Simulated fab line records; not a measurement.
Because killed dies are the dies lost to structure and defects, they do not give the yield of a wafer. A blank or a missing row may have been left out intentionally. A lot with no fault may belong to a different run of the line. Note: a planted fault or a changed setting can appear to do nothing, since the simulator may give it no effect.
fab line records :: flow n5-finfet :: part 2 of 2: steps 18 to 26 of 26
record
  lots=5
  wafers=15
  last-day=16
route steps=1938 shown BEOL_M0_CUTY@703 BEOL_M0@715
lots with no fault: from the same line, run without faults
start-h: hours from the record's first day to the start of the lot's first wafer shown :: wait-h: how many hours have passed since the lot's step before this one :: " unchanged from the row above :: L1.1+2: several wafers, shown together as one row :: - no value, or no start given :: * or withheld: withheld :: < > ~ a bound
route shown NAME@n: a module of which the file shows steps, and the number in the route of the first :: usual: average and standard deviation across the fault-free wafers :: same: alike in all rows :: chamber/n: place in a boat :: sites: the reading at each site :: _std_site: standard deviation of those values :: _edge_site: the outer-site mean with the inner-site mean subtracted :: radius-mm: how far each site lies from the wafer's centre :: mask NAME#n: copy n :: behind: tool/chamber where the wafer was last shaped :: hold: cause of the lot's hold/its duration in hours/its outcome :: device: names the non-switching transistor (n, p or np) :: end of line: the same wafers' tests at the end of the route :: for a step that has no rows: nothing shown but its recipe :: killed: dies that structure and defects cost at the first sort, which is not the same as the wafer's yield :: map: a wafer's dies, marking killed ones x, the rest . and places with no die _
set.NAME: the run value of the setting; set.NAME@STEP: its run value at that earlier step :: model.NAME: the simulator's own value behind a step, which no gauge read
lots at some steps of the route; a table a step, a row a wafer
services: when a tool's chamber went out of use (start-h, in hours from the record's first day, below 0 if earlier), for how many hours, and the reason
## steps
# step N5_BEOL_M0_ETCH_128
# recipe
  chemistry=CF4/N2
  target-depth-a=120
  overetch-a=51
  target=SiCN
  time-s=21.4
  ion-energy-ev=150
  pressure-mtorr=40
  source-w=430
  bias-w=70
  Ar_flow_sccm=100
  cf4-flow-sccm=60
  n2-flow-sccm=60
# usual
  drypump-motor-current-A=5.4/0.4
  n2-flow-sccm=60.01/0.19
  oes-product-au=0.55/0.053
  rf-vpp-V=382.3/1.8
  showerhead-plenum-p-Torr=2.20/0.06
  throttle-valve-pct=15.55/0.22
lot.wafer: L074.2
tool: rie-diel-02
chamber: 1
start-h: 114.03
wait-h: 0.0
drypump-motor-current-A: 5.4
n2-flow-sccm: 60.18
oes-product-au: 0.46
rf-hours-counter-h: 247
rf-vpp-V: 381.1
showerhead-plenum-p-Torr: 2.17
throttle-valve-pct: 15.62

lot.wafer: L074.3
tool: rie-diel-02
chamber: 2
start-h: 114.03
wait-h: 0.0
drypump-motor-current-A: 5.0
n2-flow-sccm: 59.78
oes-product-au: 0.50
rf-hours-counter-h: 155
rf-vpp-V: 382.1
showerhead-plenum-p-Torr: 2.12
throttle-valve-pct: 15.72

lot.wafer: L074.4
tool: rie-diel-02
chamber: 0
start-h: 114.03
wait-h: 0.0
drypump-motor-current-A: 5.6
n2-flow-sccm: 60.10
oes-product-au: 0.54
rf-hours-counter-h: 153
rf-vpp-V: 382.1
showerhead-plenum-p-Torr: 2.21
throttle-valve-pct: 15.69

lot.wafer: L077.3
tool: rie-diel-02
chamber: 2
start-h: 132.23
wait-h: 0.1
drypump-motor-current-A: 5.0
n2-flow-sccm: 59.94
oes-product-au: 0.51
rf-hours-counter-h: 163
rf-vpp-V: 381.6
showerhead-plenum-p-Torr: 2.12
throttle-valve-pct: 15.74

lot.wafer: L077.4
tool: rie-diel-02
chamber: 2
start-h: 132.23
wait-h: 0.1
drypump-motor-current-A: 5.0
n2-flow-sccm: 59.85
oes-product-au: 0.50
rf-hours-counter-h: -
rf-vpp-V: 379.3
showerhead-plenum-p-Torr: 2.12
throttle-valve-pct: 15.75

lot.wafer: L077.5
tool: rie-diel-02
chamber: 0
start-h: 132.23
wait-h: 0.1
drypump-motor-current-A: 5.6
n2-flow-sccm: 60.14
oes-product-au: 0.52
rf-hours-counter-h: -
rf-vpp-V: 382.0
showerhead-plenum-p-Torr: 2.20
throttle-valve-pct: 15.70

lot.wafer: L084.3
tool: rie-diel-02
chamber: 1
start-h: 173.78
wait-h: 0.0
drypump-motor-current-A: 5.3
n2-flow-sccm: 59.71
oes-product-au: 0.64
rf-hours-counter-h: 13
rf-vpp-V: 380.2
showerhead-plenum-p-Torr: 2.16
throttle-valve-pct: 15.16

lot.wafer: L084.5
tool: rie-diel-02
chamber: 2
start-h: 173.78
wait-h: 0.0
drypump-motor-current-A: 5.0
n2-flow-sccm: 59.99
oes-product-au: 0.50
rf-hours-counter-h: -
rf-vpp-V: 381.2
showerhead-plenum-p-Torr: 2.11
throttle-valve-pct: 15.77

lot.wafer: L084.6
tool: rie-diel-02
chamber: 3
start-h: 173.78
wait-h: 0.0
drypump-motor-current-A: 4.9
n2-flow-sccm: 60.21
oes-product-au: 0.51
rf-hours-counter-h: -
rf-vpp-V: 381.1
showerhead-plenum-p-Torr: 2.21
throttle-valve-pct: 15.48

lot.wafer: L089.2
tool: rie-diel-02
chamber: 0
start-h: 213.44
wait-h: 0.4
drypump-motor-current-A: 5.6
n2-flow-sccm: 60.01
oes-product-au: 0.52
rf-hours-counter-h: 187
rf-vpp-V: 381.8
showerhead-plenum-p-Torr: 2.19
throttle-valve-pct: 15.78

lot.wafer: L089.3
tool: rie-diel-02
chamber: 1
start-h: 213.44
wait-h: 0.4
drypump-motor-current-A: 5.3
n2-flow-sccm: 59.94
oes-product-au: 0.60
rf-hours-counter-h: 27
rf-vpp-V: 381.7
showerhead-plenum-p-Torr: 2.16
throttle-valve-pct: 15.18

lot.wafer: L089.5
tool: rie-diel-02
chamber: 1
start-h: 213.44
wait-h: 0.4
drypump-motor-current-A: 5.4
n2-flow-sccm: 60.45
oes-product-au: 0.63
rf-hours-counter-h: -
rf-vpp-V: 381.3
showerhead-plenum-p-Torr: 2.16
throttle-valve-pct: 15.17

lot.wafer: L091.1
tool: rie-diel-04
chamber: 2
start-h: 227.21
wait-h: 0.0
drypump-motor-current-A: 5.6
n2-flow-sccm: 60.00
oes-product-au: 0.60
rf-hours-counter-h: 36
rf-vpp-V: 383.0
showerhead-plenum-p-Torr: 2.24
throttle-valve-pct: 15.57

lot.wafer: L091.2
tool: rie-diel-04
chamber: 1
start-h: 227.21
wait-h: 0.0
drypump-motor-current-A: 4.8
n2-flow-sccm: 60.03
oes-product-au: 0.47
rf-hours-counter-h: 249
rf-vpp-V: 381.2
showerhead-plenum-p-Torr: 2.17
throttle-valve-pct: 15.77

lot.wafer: L091.5
tool: rie-diel-04
chamber: 2
start-h: 227.21
wait-h: 0.0
drypump-motor-current-A: 5.7
n2-flow-sccm: 60.14
oes-product-au: 0.60
rf-hours-counter-h: -
rf-vpp-V: 382.2
showerhead-plenum-p-Torr: 2.24
throttle-valve-pct: 15.58
# step N5_BEOL_M0_TRENCH_ETCH_107
# recipe
  chemistry=C4F6/O2
  target-depth-a=328
  target=SiOC
  time-s=16.4
  ion-energy-ev=250
  pressure-mtorr=30
  source-w=355
  bias-w=185
  Ar_flow_sccm=300
  C4F6_flow_sccm=10
  O2_flow_sccm=10
# usual
  drypump-motor-current-A=5.4/0.4
  oes-product-au=0.80/0.081
  rf-vpp-V=666/8.4
  showerhead-plenum-p-Torr=2.84/0.074
  throttle-valve-pct=21.01/0.22
lot.wafer: L074.2
tool: rie-diel-02
chamber: 1
start-h: 114.07
wait-h: 0.0
drypump-motor-current-A: 5.4
oes-product-au: 0.66
rf-hours-counter-h: 247
rf-vpp-V: 672
showerhead-plenum-p-Torr: 2.80
throttle-valve-pct: 20.99

lot.wafer: L074.3
tool: rie-diel-02
chamber: 2
start-h: 114.07
wait-h: 0.0
drypump-motor-current-A: 5.0
oes-product-au: 0.74
rf-hours-counter-h: 155
rf-vpp-V: 657
showerhead-plenum-p-Torr: 2.74
throttle-valve-pct: 21.22

lot.wafer: L074.4
tool: rie-diel-02
chamber: 0
start-h: 114.07
wait-h: 0.0
drypump-motor-current-A: 5.6
oes-product-au: 0.77
rf-hours-counter-h: 153
rf-vpp-V: 656
showerhead-plenum-p-Torr: 2.85
throttle-valve-pct: 21.14

lot.wafer: L077.3
tool: rie-diel-02
chamber: 2
start-h: 132.27
wait-h: 0.0
drypump-motor-current-A: 5.0
oes-product-au: 0.74
rf-hours-counter-h: 163
rf-vpp-V: 655
showerhead-plenum-p-Torr: 2.74
throttle-valve-pct: 21.22

lot.wafer: L077.4
tool: rie-diel-02
chamber: 2
start-h: 132.27
wait-h: 0.0
drypump-motor-current-A: 5.0
oes-product-au: 0.73
rf-hours-counter-h: -
rf-vpp-V: 659
showerhead-plenum-p-Torr: 2.74
throttle-valve-pct: 21.22

lot.wafer: L077.5
tool: rie-diel-02
chamber: 0
start-h: 132.27
wait-h: 0.0
drypump-motor-current-A: 5.6
oes-product-au: 0.76
rf-hours-counter-h: -
rf-vpp-V: 658
showerhead-plenum-p-Torr: 2.85
throttle-valve-pct: 21.16

lot.wafer: L084.3
tool: rie-diel-02
chamber: 1
start-h: 173.82
wait-h: 0.0
drypump-motor-current-A: 5.4
oes-product-au: 0.92
rf-hours-counter-h: 13
rf-vpp-V: 674
showerhead-plenum-p-Torr: 2.79
throttle-valve-pct: 20.63

lot.wafer: L084.5
tool: rie-diel-02
chamber: 2
start-h: 173.82
wait-h: 0.0
drypump-motor-current-A: 5.0
oes-product-au: 0.73
rf-hours-counter-h: -
rf-vpp-V: 656
showerhead-plenum-p-Torr: 2.73
throttle-valve-pct: 21.25

lot.wafer: L084.6
tool: rie-diel-02
chamber: 3
start-h: 173.82
wait-h: 0.0
drypump-motor-current-A: 4.9
oes-product-au: 0.74
rf-hours-counter-h: -
rf-vpp-V: 674
showerhead-plenum-p-Torr: 2.85
throttle-valve-pct: 20.88

lot.wafer: L089.2
tool: rie-diel-02
chamber: 0
start-h: 213.48
wait-h: 0.0
drypump-motor-current-A: 5.6
oes-product-au: 0.74
rf-hours-counter-h: 187
rf-vpp-V: 658
showerhead-plenum-p-Torr: 2.84
throttle-valve-pct: 21.22

lot.wafer: L089.3
tool: rie-diel-02
chamber: 1
start-h: 213.48
wait-h: 0.0
drypump-motor-current-A: 5.3
oes-product-au: 0.89
rf-hours-counter-h: 27
rf-vpp-V: 672
showerhead-plenum-p-Torr: 2.79
throttle-valve-pct: 20.64

lot.wafer: L089.5
tool: rie-diel-02
chamber: 1
start-h: 213.48
wait-h: 0.0
drypump-motor-current-A: 5.4
oes-product-au: 0.89
rf-hours-counter-h: -
rf-vpp-V: 672
showerhead-plenum-p-Torr: 2.79
throttle-valve-pct: 20.66

lot.wafer: L091.1
tool: rie-diel-04
chamber: 2
start-h: 227.25
wait-h: 0.0
drypump-motor-current-A: 5.6
oes-product-au: 0.88
rf-hours-counter-h: 36
rf-vpp-V: 661
showerhead-plenum-p-Torr: 2.88
throttle-valve-pct: 21.04

lot.wafer: L091.2
tool: rie-diel-04
chamber: 1
start-h: 227.25
wait-h: 0.0
drypump-motor-current-A: 4.8
oes-product-au: 0.68
rf-hours-counter-h: 249
rf-vpp-V: 666
showerhead-plenum-p-Torr: 2.80
throttle-valve-pct: 21.12

lot.wafer: L091.5
tool: rie-diel-04
chamber: 2
start-h: 227.25
wait-h: 0.0
drypump-motor-current-A: 5.7
oes-product-au: 0.89
rf-hours-counter-h: -
rf-vpp-V: 661
showerhead-plenum-p-Torr: 2.88
throttle-valve-pct: 21.05
# step N5_BEOL_M0_STRIP_142
# recipe
  chemistry=N2/H2
  time-s=10
  power-w=450
  temp-c=40
  pressure-mtorr=20
  rf-frequency-hz=6e+07
  bias-power-w=7
  n2-flow-sccm=200
  h2-flow-sccm=200
# usual
  drypump-motor-current-A=5.4/0.4
  n2-flow-sccm=200.0/0.65
  oes-product-au=0.80/0.082
  rf-vpp-V=59.2/0.89
  showerhead-plenum-p-Torr=2.53/0.075
  throttle-valve-pct=23.8/0.32
lot.wafer: L074.2
tool: rie-diel-02
chamber: 1
start-h: 114.09
wait-h: 0.0
drypump-motor-current-A: 5.4
n2-flow-sccm: 200.5
oes-product-au: 0.67
rf-hours-counter-h: 247
rf-vpp-V: 59.6
showerhead-plenum-p-Torr: 2.49
throttle-valve-pct: 23.5

lot.wafer: L074.3
tool: rie-diel-02
chamber: 2
start-h: 114.09
wait-h: 0.0
drypump-motor-current-A: 5.0
n2-flow-sccm: 200.6
oes-product-au: 0.73
rf-hours-counter-h: 155
rf-vpp-V: 60.1
showerhead-plenum-p-Torr: 2.43
throttle-valve-pct: 23.9

lot.wafer: L074.4
tool: rie-diel-02
chamber: 0
start-h: 114.09
wait-h: 0.0
drypump-motor-current-A: 5.6
n2-flow-sccm: 198.7
oes-product-au: 0.76
rf-hours-counter-h: 153
rf-vpp-V: 59.1
showerhead-plenum-p-Torr: 2.53
throttle-valve-pct: 23.6

lot.wafer: L077.3
tool: rie-diel-02
chamber: 2
start-h: 132.30
wait-h: 0.0
drypump-motor-current-A: 5.0
n2-flow-sccm: 200.0
oes-product-au: 0.72
rf-hours-counter-h: 163
rf-vpp-V: 57.9
showerhead-plenum-p-Torr: 2.43
throttle-valve-pct: 23.9

lot.wafer: L077.4
tool: rie-diel-02
chamber: 2
start-h: 132.30
wait-h: 0.0
drypump-motor-current-A: 5.0
n2-flow-sccm: 199.7
oes-product-au: 0.73
rf-hours-counter-h: -
rf-vpp-V: 58.7
showerhead-plenum-p-Torr: 2.43
throttle-valve-pct: 23.9

lot.wafer: L077.5
tool: rie-diel-02
chamber: 0
start-h: 132.30
wait-h: 0.0
drypump-motor-current-A: 5.6
n2-flow-sccm: 200.5
oes-product-au: 0.76
rf-hours-counter-h: -
rf-vpp-V: 59.0
showerhead-plenum-p-Torr: 2.52
throttle-valve-pct: 23.6

lot.wafer: L084.3
tool: rie-diel-02
chamber: 1
start-h: 173.85
wait-h: 0.0
drypump-motor-current-A: 5.4
n2-flow-sccm: 199.2
oes-product-au: 0.93
rf-hours-counter-h: 13
rf-vpp-V: 59.1
showerhead-plenum-p-Torr: 2.48
throttle-valve-pct: 23.1

lot.wafer: L084.5
tool: rie-diel-02
chamber: 2
start-h: 173.85
wait-h: 0.0
drypump-motor-current-A: 5.0
n2-flow-sccm: 199.7
oes-product-au: 0.72
rf-hours-counter-h: -
rf-vpp-V: 60.6
showerhead-plenum-p-Torr: 2.42
throttle-valve-pct: 23.9

lot.wafer: L084.6
tool: rie-diel-02
chamber: 3
start-h: 173.85
wait-h: 0.0
drypump-motor-current-A: 4.9
n2-flow-sccm: 200.2
oes-product-au: 0.74
rf-hours-counter-h: -
rf-vpp-V: 59.9
showerhead-plenum-p-Torr: 2.54
throttle-valve-pct: 23.8

lot.wafer: L089.2
tool: rie-diel-02
chamber: 0
start-h: 213.50
wait-h: 0.0
drypump-motor-current-A: 5.6
n2-flow-sccm: 199.8
oes-product-au: 0.75
rf-hours-counter-h: 187
rf-vpp-V: 57.0
showerhead-plenum-p-Torr: 2.51
throttle-valve-pct: 23.7

lot.wafer: L089.3
tool: rie-diel-02
chamber: 1
start-h: 213.50
wait-h: 0.0
drypump-motor-current-A: 5.4
n2-flow-sccm: 200.3
oes-product-au: 0.89
rf-hours-counter-h: 27
rf-vpp-V: 58.8
showerhead-plenum-p-Torr: 2.48
throttle-valve-pct: 23.1

lot.wafer: L089.5
tool: rie-diel-02
chamber: 1
start-h: 213.50
wait-h: 0.0
drypump-motor-current-A: 5.4
n2-flow-sccm: 200.8
oes-product-au: 0.89
rf-hours-counter-h: -
rf-vpp-V: 59.0
showerhead-plenum-p-Torr: 2.48
throttle-valve-pct: 23.1

lot.wafer: L091.1
tool: rie-diel-04
chamber: 2
start-h: 227.27
wait-h: 0.0
drypump-motor-current-A: 5.6
n2-flow-sccm: 200.6
oes-product-au: 0.90
rf-hours-counter-h: 36
rf-vpp-V: 58.0
showerhead-plenum-p-Torr: 2.60
throttle-valve-pct: 24.3

lot.wafer: L091.2
tool: rie-diel-04
chamber: 1
start-h: 227.27
wait-h: 0.0
drypump-motor-current-A: 4.7
n2-flow-sccm: 199.8
oes-product-au: 0.67
rf-hours-counter-h: 249
rf-vpp-V: 58.0
showerhead-plenum-p-Torr: 2.48
throttle-valve-pct: 23.6

lot.wafer: L091.5
tool: rie-diel-04
chamber: 2
start-h: 227.27
wait-h: 0.0
drypump-motor-current-A: 5.7
n2-flow-sccm: 200.4
oes-product-au: 0.90
rf-hours-counter-h: -
rf-vpp-V: 60.8
showerhead-plenum-p-Torr: 2.60
throttle-valve-pct: 24.2
# step N5_BEOL_M0_OCD_MEAS_108
# usual
  trench-depth-nm=32.9/0.53
lot.wafer: L074.2
tool: ocd-01
chamber: -
start-h: 114.18
wait-h: 0.1
trench-depth-nm: 32.0

lot.wafer: L074.3
tool: ocd-01
chamber: -
start-h: 114.18
wait-h: 0.1
trench-depth-nm: 32.7

lot.wafer: L074.4
tool: ocd-01
chamber: -
start-h: 114.18
wait-h: 0.1
trench-depth-nm: 32.7

lot.wafer: L077.3
tool: ocd-02
chamber: -
start-h: 132.38
wait-h: 0.1
trench-depth-nm: 32.6

lot.wafer: L077.4
tool: ocd-02
chamber: -
start-h: 132.38
wait-h: 0.1
trench-depth-nm: 33.1

lot.wafer: L077.5
tool: ocd-02
chamber: -
start-h: 132.38
wait-h: 0.1
trench-depth-nm: 32.8

lot.wafer: L084.3
tool: ocd-01
chamber: -
start-h: 173.93
wait-h: 0.1
trench-depth-nm: 33.1

lot.wafer: L084.5
tool: ocd-01
chamber: -
start-h: 173.93
wait-h: 0.1
trench-depth-nm: 33.0

lot.wafer: L084.6
tool: ocd-01
chamber: -
start-h: 173.93
wait-h: 0.1
trench-depth-nm: 33.0

lot.wafer: L089.2
tool: ocd-01
chamber: -
start-h: 213.58
wait-h: 0.1
trench-depth-nm: 32.5

lot.wafer: L089.3
tool: ocd-01
chamber: -
start-h: 213.58
wait-h: 0.1
trench-depth-nm: 32.8

lot.wafer: L089.5
tool: ocd-01
chamber: -
start-h: 213.58
wait-h: 0.1
trench-depth-nm: 32.9

lot.wafer: L091.1
tool: ocd-02
chamber: -
start-h: 227.35
wait-h: 0.1
trench-depth-nm: 33.2

lot.wafer: L091.2
tool: ocd-02
chamber: -
start-h: 227.35
wait-h: 0.1
trench-depth-nm: 32.4

lot.wafer: L091.5
tool: ocd-02
chamber: -
start-h: 227.35
wait-h: 0.1
trench-depth-nm: 33.8
# step N5_BEOL_M0_HM_STRIP_129
# recipe
  chemistry=peroxide-tin-strip
  material=TiN
  target-depth-a=170
  temp-c=50
  time-s=108
lot.wafer: L074.2+3+4
tool: wet-bench-05
chamber: 5,4,3
start-h: 114.21
wait-h: 0.0

lot.wafer: L077.3+4+5
tool: wet-bench-06
chamber: 6,5,2
start-h: 132.41
wait-h: 0.0

lot.wafer: L084.3+5+6
tool: wet-bench-05
chamber: 0,3,5
start-h: 173.96
wait-h: 0.0

lot.wafer: L089.2+3+5
tool: wet-bench-02
chamber: 7,3,0
start-h: 213.62
wait-h: 0.0

lot.wafer: L091.1+2+5
tool: wet-bench-02
chamber: 7,4,2
start-h: 227.38
wait-h: 0.0
# step N5_BEOL_M0_SRD_130
# recipe
  time-s=30
  temp-c=23
  rinse-liquid=diw
  dry=ipa-marangoni
lot.wafer: L074.2+3+4
tool: wet-bench-05
chamber: 5,4,3
start-h: 114.24
wait-h: 0.0

lot.wafer: L077.3+4+5
tool: wet-bench-06
chamber: 6,5,2
start-h: 132.44
wait-h: 0.0

lot.wafer: L084.3+5+6
tool: wet-bench-05
chamber: 0,3,5
start-h: 173.99
wait-h: 0.0

lot.wafer: L089.2+3+5
tool: wet-bench-02
chamber: 7,3,0
start-h: 213.65
wait-h: 0.0

lot.wafer: L091.1+2+5
tool: wet-bench-02
chamber: 7,4,2
start-h: 227.42
wait-h: 0.0
# step N5_BEOL_M0_ETCH_109
# recipe
  chemistry=CH3F/O2
  target-depth-a=80
  overetch-a=24
  target=SiCN
  time-s=27.4
  ion-energy-ev=120
  pressure-mtorr=30
  source-w=395
  bias-w=75
  Ar_flow_sccm=150
  CH3F_flow_sccm=30
  O2_flow_sccm=20
# usual
  CH3F_flow_sccm=30.01/0.088
  drypump-motor-current-A=5.5/0.41
  oes-product-au=0.70/0.071
  rf-vpp-V=297.6/1.4
  showerhead-plenum-p-Torr=2.01/0.055
  throttle-valve-pct=16.41/0.23
lot.wafer: L074.2
tool: rie-diel-02
chamber: 0
start-h: 114.29
wait-h: 0.0
CH3F_flow_sccm: 30.03
drypump-motor-current-A: 5.6
oes-product-au: 0.66
rf-hours-counter-h: 153
rf-vpp-V: 297.6
showerhead-plenum-p-Torr: 2.00
throttle-valve-pct: 16.58

lot.wafer: L074.3
tool: rie-diel-02
chamber: 3
start-h: 114.29
wait-h: 0.0
CH3F_flow_sccm: 29.99
drypump-motor-current-A: 4.9
oes-product-au: 0.66
rf-hours-counter-h: 136
rf-vpp-V: 297.3
showerhead-plenum-p-Torr: 2.01
throttle-valve-pct: 16.30

lot.wafer: L074.4
tool: rie-diel-02
chamber: 1
start-h: 114.29
wait-h: 0.0
CH3F_flow_sccm: 30.23
drypump-motor-current-A: 5.3
oes-product-au: 0.58
rf-hours-counter-h: 247
rf-vpp-V: 298.2
showerhead-plenum-p-Torr: 1.97
throttle-valve-pct: 16.50

lot.wafer: L077.3
tool: rie-diel-02
chamber: 0
start-h: 132.50
wait-h: 0.0
CH3F_flow_sccm: 30.11
drypump-motor-current-A: 5.6
oes-product-au: 0.66
rf-hours-counter-h: 161
rf-vpp-V: 298.9
showerhead-plenum-p-Torr: 2.00
throttle-valve-pct: 16.61

lot.wafer: L077.4
tool: rie-diel-02
chamber: 0
start-h: 132.50
wait-h: 0.0
CH3F_flow_sccm: 30.08
drypump-motor-current-A: 5.6
oes-product-au: 0.65
rf-hours-counter-h: -
rf-vpp-V: 297.8
showerhead-plenum-p-Torr: 2.00
throttle-valve-pct: 16.61

lot.wafer: L077.5
tool: rie-diel-02
chamber: 2
start-h: 132.50
wait-h: 0.0
CH3F_flow_sccm: 30.17
drypump-motor-current-A: 5.0
oes-product-au: 0.63
rf-hours-counter-h: -
rf-vpp-V: 295.5
showerhead-plenum-p-Torr: 1.92
throttle-valve-pct: 16.67

lot.wafer: L084.3
tool: rie-diel-04
chamber: 0
start-h: 174.34
wait-h: 0.3
CH3F_flow_sccm: 30.06
drypump-motor-current-A: 5.5
oes-product-au: 0.75
rf-hours-counter-h: 32
rf-vpp-V: 296.9
showerhead-plenum-p-Torr: 2.04
throttle-valve-pct: 16.39

lot.wafer: L084.5
tool: rie-diel-04
chamber: 2
start-h: 174.34
wait-h: 0.3
CH3F_flow_sccm: 30.06
drypump-motor-current-A: 5.6
oes-product-au: 0.77
rf-hours-counter-h: -
rf-vpp-V: 296.8
showerhead-plenum-p-Torr: 2.04
throttle-valve-pct: 16.43

lot.wafer: L084.6
tool: rie-diel-04
chamber: 1
start-h: 174.34
wait-h: 0.3
CH3F_flow_sccm: 30.09
drypump-motor-current-A: 4.7
oes-product-au: 0.59
rf-hours-counter-h: -
rf-vpp-V: 296.5
showerhead-plenum-p-Torr: 1.97
throttle-valve-pct: 16.56

lot.wafer: L089.2
tool: rie-diel-04
chamber: 0
start-h: 213.69
wait-h: 0.0
CH3F_flow_sccm: 29.99
drypump-motor-current-A: 5.5
oes-product-au: 0.75
rf-hours-counter-h: 45
rf-vpp-V: 297.9
showerhead-plenum-p-Torr: 2.04
throttle-valve-pct: 16.42

lot.wafer: L089.3
tool: rie-diel-04
chamber: 2
start-h: 213.69
wait-h: 0.0
CH3F_flow_sccm: 30.02
drypump-motor-current-A: 5.6
oes-product-au: 0.76
rf-hours-counter-h: 31
rf-vpp-V: 298.2
showerhead-plenum-p-Torr: 2.03
throttle-valve-pct: 16.44

lot.wafer: L089.5
tool: rie-diel-04
chamber: 2
start-h: 213.69
wait-h: 0.0
CH3F_flow_sccm: 30.09
drypump-motor-current-A: 5.6
oes-product-au: 0.76
rf-hours-counter-h: -
rf-vpp-V: 299.1
showerhead-plenum-p-Torr: 2.03
throttle-valve-pct: 16.45

lot.wafer: L091.1
tool: rie-diel-02
chamber: 0
start-h: 227.46
wait-h: 0.0
CH3F_flow_sccm: 30.14
drypump-motor-current-A: 5.6
oes-product-au: 0.63
rf-hours-counter-h: 191
rf-vpp-V: 295.7
showerhead-plenum-p-Torr: 1.99
throttle-valve-pct: 16.67

lot.wafer: L091.2
tool: rie-diel-02
chamber: 1
start-h: 227.46
wait-h: 0.0
CH3F_flow_sccm: 30.17
drypump-motor-current-A: 5.3
oes-product-au: 0.75
rf-hours-counter-h: 31
rf-vpp-V: 296.2
showerhead-plenum-p-Torr: 1.95
throttle-valve-pct: 16.08

lot.wafer: L091.5
tool: rie-diel-02
chamber: 3
start-h: 227.46
wait-h: 0.0
CH3F_flow_sccm: 30.05
drypump-motor-current-A: 4.9
oes-product-au: 0.62
rf-hours-counter-h: -
rf-vpp-V: 296.6
showerhead-plenum-p-Torr: 2.00
throttle-valve-pct: 16.40
# step N5_BEOL_M0_STRIP_139
# recipe
  chemistry=post-etch-residue-remover
  time-s=60
  temp-c=25
  remover-ph=withheld
  remover-water-wt-pct=withheld
  remover-fluoride-wt-pct=withheld
lot.wafer: L074.2+3+4
tool: wet-bench-06
chamber: 4,7,3
start-h: 114.39
wait-h: 0.1

lot.wafer: L077.3+4+5
tool: wet-bench-05
chamber: 2,5,6
start-h: 132.60
wait-h: 0.1

lot.wafer: L084.3+5+6
tool: wet-bench-05
chamber: 0,6,1
start-h: 174.44
wait-h: 0.1

lot.wafer: L089.2+3+5
tool: wet-bench-02
chamber: 1,5,0
start-h: 213.80
wait-h: 0.1

lot.wafer: L091.1+2+5
tool: wet-bench-02
chamber: 1,0,7
start-h: 227.56
wait-h: 0.1
# step N5_BEOL_M0_SRD_111
# recipe
  time-s=30
  temp-c=23
  rinse-liquid=diw
  dry=ipa-marangoni
lot.wafer: L074.2+3+4
tool: wet-bench-06
chamber: 4,7,3
start-h: 114.41
wait-h: 0.0

lot.wafer: L077.3+4+5
tool: wet-bench-05
chamber: 2,5,6
start-h: 132.63
wait-h: 0.0

lot.wafer: L084.3+5+6
tool: wet-bench-05
chamber: 0,6,1
start-h: 174.46
wait-h: 0.0

lot.wafer: L089.2+3+5
tool: wet-bench-02
chamber: 1,5,0
start-h: 213.82
wait-h: 0.0

lot.wafer: L091.1+2+5
tool: wet-bench-02
chamber: 1,0,7
start-h: 227.58
wait-h: 0.0
## services
tool: rie-metal-02
chamber: 1
start-h: 89.67
hours: 8.2
kind: repair

tool: arfi-scanner-01
chamber: -
start-h: 99.74
hours: 17.3
kind: pm

tool: rie-diel-01
chamber: 1
start-h: 105.60
hours: 1.4
kind: repair

tool: rie-diel-04
chamber: 2
start-h: 110.93
hours: -
kind: clean

tool: rie-diel-04
chamber: 2
start-h: 110.93
hours: -
kind: consumable-replace:focus-ring

tool: rie-diel-04
chamber: 2
start-h: 110.93
hours: 15.2
kind: scheduled-down

tool: rie-diel-04
chamber: 2
start-h: 110.93
hours: 15.2
kind: vent-cycle

tool: rie-diel-02
chamber: 1
start-h: 119.95
hours: -
kind: clean

tool: rie-diel-02
chamber: 1
start-h: 119.95
hours: -
kind: consumable-replace:focus-ring

tool: rie-diel-02
chamber: 1
start-h: 119.95
hours: 15.3
kind: scheduled-down

tool: rie-diel-02
chamber: 1
start-h: 119.95
hours: 15.3
kind: vent-cycle

tool: rie-diel-04
chamber: 1
start-h: 120.61
hours: 9.8
kind: repair

tool: rie-metal-02
chamber: 0
start-h: 123.42
hours: 13.7
kind: repair

tool: rie-metal-02
chamber: -
start-h: 128.87
hours: 2.8
kind: pm

tool: rie-metal-02
chamber: -
start-h: 132.12
hours: 2.2
kind: repair

tool: arfi-scanner-01
chamber: -
start-h: 139.56
hours: 1.0
kind: pm

tool: rie-metal-01
chamber: 0
start-h: 139.66
hours: 5.8
kind: repair

tool: arfi-scanner-02
chamber: -
start-h: 142.30
hours: 1.0
kind: pm

tool: rie-metal-01
chamber: 0
start-h: 145.57
hours: 27.8
kind: repair

tool: rie-metal-01
chamber: -
start-h: 151.98
hours: 1.0
kind: repair

tool: arfi-scanner-02
chamber: -
start-h: 156.84
hours: 1.3
kind: pm

tool: arfi-scanner-01
chamber: -
start-h: 180.03
hours: 1.3
kind: pm

tool: rie-diel-02
chamber: 0
start-h: 180.49
hours: 4.4
kind: repair

tool: rie-diel-02
chamber: -
start-h: 220.78
hours: 2.3
kind: repair
